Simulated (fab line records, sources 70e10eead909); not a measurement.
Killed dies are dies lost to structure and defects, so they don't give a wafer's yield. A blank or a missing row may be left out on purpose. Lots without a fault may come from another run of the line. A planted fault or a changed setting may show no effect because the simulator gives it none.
Chamber matching | flow nand_harc | NHARC_A_STAIRCASE_STRIP_476 on rie_diel-04: 4 sister chambers
The step strips in O2, time 20 s. 4 wafers are shown with their chamber, then 12 later ones without.

WAFERS WITH THEIR CHAMBER
wafer  | chamber | showerhead_plenum_p_Torr (Torr)
L074.4 | 0       | 3.74
L092.1 | 3       | 3.55
L092.2 | 2       | 3.54
L092.3 | 1       | 3.67

WAFERS WITHOUT THEIR CHAMBER
wafer  | showerhead_plenum_p_Torr (Torr)
L091.1 | 3.67
L091.4 | 3.67
L091.5 | 3.71
L094.3 | 3.71
L094.5 | 3.67
L094.6 | 3.54
L095.2 | 3.55
L095.4 | 3.70
L095.6 | 3.67
L096.1 | 3.55
L096.2 | 3.70
L096.5 | 3.67

WHICH CHAMBER EACH WENT THROUGH
wafer  | from the rows above     | in truth
L091.1 | 1                       | 1
L091.4 | 1                       | 1
L091.5 | can't be placed: 0 or 1 | 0
L094.3 | can't be placed: 0 or 1 | 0
L094.5 | 1                       | 1
L094.6 | can't be placed: 2 or 3 | 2
L095.2 | can't be placed: 3 or 2 | 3
L095.4 | can't be placed: 1 or 0 | 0
L095.6 | 1                       | 1
L096.1 | can't be placed: 3 or 2 | 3
L096.2 | can't be placed: 1 or 0 | 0
L096.5 | 1                       | 1
Placed correctly: 5 of 12. Can't be placed from these rows: 7 (the true chamber is among the candidates in 7). Placed wrongly: 0.
How it was worked out, from the rows above alone: a wafer's distance from a chamber is the root of the sum, over the readings, of the square of ((its reading less the chamber's mean) divided by the reading's scatter). The wafer belongs to the nearest chamber; if the next one is less than 2 further off, it can't be placed. A chamber's mean is the mean of its shown wafers. The scatter: with one shown wafer a chamber, the root of the mean of the squares of how far each hidden wafer lies from its nearest shown one.
